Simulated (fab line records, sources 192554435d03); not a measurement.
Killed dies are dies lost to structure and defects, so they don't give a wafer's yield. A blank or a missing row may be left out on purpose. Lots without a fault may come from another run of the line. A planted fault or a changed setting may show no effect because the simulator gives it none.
Which tool did it? | flow n5_finfet | 12 lots, 34 wafers sampled, at 4 steps of a route of 1938

WHAT THE GAUGES READ, wafer by wafer
N5_BEOL_M4_THK_MEAS_01.
lot  | measured     | on            | M4_ILD_THK (nm)
L355 | day 8 20:07  | film_metro-02 | 79.3 78.8 80.2
L356 | day 8 20:22  | film_metro-02 | 78.8 77.3 77.4
L357 | day 9 08:32  | film_metro-01 | 78.9 79.8 79.1
L359 | day 9 12:26  | film_metro-01 | 77.5 78.5 79.0
L358 | day 9 15:42  | film_metro-01 | 77.8 78.3 79.7
L361 | day 10 14:38 | film_metro-02 | 79.4 80.3 79.4
L366 | day 11 15:53 | film_metro-02 | 77.6 78.1 79.9
L365 | day 12 01:51 | film_metro-01 | 79.8 79.3 91.9
L370 | day 12 17:02 | film_metro-02 | 91.3
L371 | day 13 03:43 | film_metro-01 | 77.9 78.0 79.8
L372 | day 13 14:32 | film_metro-01 | 77.6 78.1 79.9
L375 | day 14 14:58 | film_metro-01 | 78.1 78.7 78.4

WHICH TOOL RAN EACH LOT (tool, then ch and the chambers of the sampled wafers, then the start)
lot  | N5_BEOL_M3_ANNEAL_89         | N5_BEOL_M3_ANNEAL_93         | N5_BEOL_M4_ILD_DEP_00
L355 | pvd_sputter-02, day 8 13:26  | pvd_sputter-02, day 8 13:52  | pecvd-04 ch 0,2, day 8 20:03
L356 | pvd_sputter-01, day 8 14:00  | pvd_sputter-01, day 8 14:26  | pecvd-02 ch 0,1,2, day 8 20:17
L357 | pvd_sputter-02, day 9 04:22  | pvd_sputter-02, day 9 04:49  | pecvd-04 ch 0,2, day 9 08:28
L359 | pvd_sputter-03, day 9 09:21  | pvd_sputter-03, day 9 09:47  | pecvd-03 ch 0,1, day 9 12:20
L358 | pvd_sputter-03, day 9 12:33  | pvd_sputter-03, day 9 12:59  | pecvd-04 ch 0,2, day 9 15:38
L361 | pvd_sputter-03, day 10 11:32 | pvd_sputter-03, day 10 11:58 | pecvd-03 ch 0, day 10 14:32
L366 | pvd_sputter-02, day 11 13:38 | pvd_sputter-02, day 11 14:04 | pecvd-02 ch 0,1,2, day 11 15:49
L365 | pvd_sputter-02, day 11 23:51 | pvd_sputter-02, day 12 00:17 | pecvd-03 ch 0,1,2, day 12 01:47
L370 | pvd_sputter-02, day 12 14:58 | pvd_sputter-02, day 12 15:25 | pecvd-03 ch 0, day 12 16:59
L371 | pvd_sputter-01, day 13 01:45 | pvd_sputter-01, day 13 02:11 | pecvd-02 ch 0,1,2, day 13 03:40
L372 | pvd_sputter-01, day 13 12:31 | pvd_sputter-01, day 13 12:57 | pecvd-02 ch 0,1,2, day 13 14:28
L375 | pvd_sputter-03, day 14 12:59 | pvd_sputter-03, day 14 13:25 | pecvd-04 ch 1,2, day 14 14:53
- N5_BEOL_M3_ANNEAL_89: time 240 s.
- N5_BEOL_M3_ANNEAL_93: time 240 s.
- N5_BEOL_M4_ILD_DEP_00: deposits SiOC from DEMS/O2, target thk 79 nm, time 15.3 s.

WHAT THE TOOLS THEMSELVES READ (means of the sampled wafers that have a number; where no wafer has one, the mark that the record gives instead)
N5_BEOL_M3_ANNEAL_89.
lot  | tool           | heater_power_w (W)
L355 | pvd_sputter-02 | 903
L356 | pvd_sputter-01 | 770
L357 | pvd_sputter-02 | 876
L359 | pvd_sputter-03 | 785
L358 | pvd_sputter-03 | 805
L361 | pvd_sputter-03 | 818
L366 | pvd_sputter-02 | 903
L365 | pvd_sputter-02 | 909
L370 | pvd_sputter-02 | 847
L371 | pvd_sputter-01 | 876
L372 | pvd_sputter-01 | 763
L375 | pvd_sputter-03 | 801

N5_BEOL_M3_ANNEAL_93.
lot  | tool           | heater_power_w (W)
L355 | pvd_sputter-02 | 920
L356 | pvd_sputter-01 | 779
L357 | pvd_sputter-02 | 857
L359 | pvd_sputter-03 | 776
L358 | pvd_sputter-03 | 806
L361 | pvd_sputter-03 | 810
L366 | pvd_sputter-02 | 916
L365 | pvd_sputter-02 | 907
L370 | pvd_sputter-02 | 858
L371 | pvd_sputter-01 | 879
L372 | pvd_sputter-01 | 762
L375 | pvd_sputter-03 | 814

N5_BEOL_M4_ILD_DEP_00.
lot  | tool     | heater_power_w (W) | showerhead_plenum_p_Torr (Torr) | showerhead_vpp_V (V) | throttle_valve_pct (%)
L355 | pecvd-04 | 407                | 5.677                           | 1331                 | 12.0
L356 | pecvd-02 | 497                | 5.679                           | 1347                 | 11.8
L357 | pecvd-04 | 409                | 5.688                           | 1336                 | 11.9
L359 | pecvd-03 | 477                | 5.713                           | 1311                 | 12.6
L358 | pecvd-04 | 427                | 5.689                           | 1332                 | 11.9
L361 | pecvd-03 | 549                | 5.705                           | 1321                 | 13.1
L366 | pecvd-02 | 533                | 5.688                           | 1338                 | 12.0
L365 | pecvd-03 | 447                | 5.704                           | 1321                 | 11.8
L370 | pecvd-03 | 564                | 5.700                           | 1324                 | 13.1
L371 | pecvd-02 | 555                | 5.684                           | 1355                 | 11.9
L372 | pecvd-02 | 557                | 5.686                           | 1339                 | 11.8
L375 | pecvd-04 | 453                | 5.713                           | 1380                 | 12.2

THE ANSWER, worked out from the rows above alone
Rule: what is usual is taken from the lots themselves. Put in order of their means at a reading, lots are off if they are a third of the lots or fewer, leave a main group of 4 or more, and stand apart from it by a gap of 3 or more times the standard deviation of the main group's means; of several such gaps the widest counts. A main group whose means are all the same, to the digits that the tables above print for the reading, isn't used. A lot without any number at a reading at which 4 lots or more have one is off too. The other lots that the step has rows for count as sound. The gauges are gone through in route order, then the tools' own readings, and for those a lot's mean is taken as printed above. The first step at which some lot is off is used, and at that step the reading that is off furthest; a lot without a number counts as furthest.
Off: L365, L370, at N5_BEOL_M4_THK_MEAS_01 (M4_ILD_THK). The main group: mean 78.7 nm, standard deviation 0.54.
A tool fits if, at a process step before that reading, it ran every lot that is off, and no sound lot after the first of them. The gauges at N5_BEOL_M4_THK_MEAS_01 are tried like those tools. Can't be told from this: 2 tools fit, pvd_sputter-02 at N5_BEOL_M3_ANNEAL_89 and N5_BEOL_M3_ANNEAL_93, pecvd-03 at N5_BEOL_M4_ILD_DEP_00.

WHAT THE SIMULATOR HAD PUT IN
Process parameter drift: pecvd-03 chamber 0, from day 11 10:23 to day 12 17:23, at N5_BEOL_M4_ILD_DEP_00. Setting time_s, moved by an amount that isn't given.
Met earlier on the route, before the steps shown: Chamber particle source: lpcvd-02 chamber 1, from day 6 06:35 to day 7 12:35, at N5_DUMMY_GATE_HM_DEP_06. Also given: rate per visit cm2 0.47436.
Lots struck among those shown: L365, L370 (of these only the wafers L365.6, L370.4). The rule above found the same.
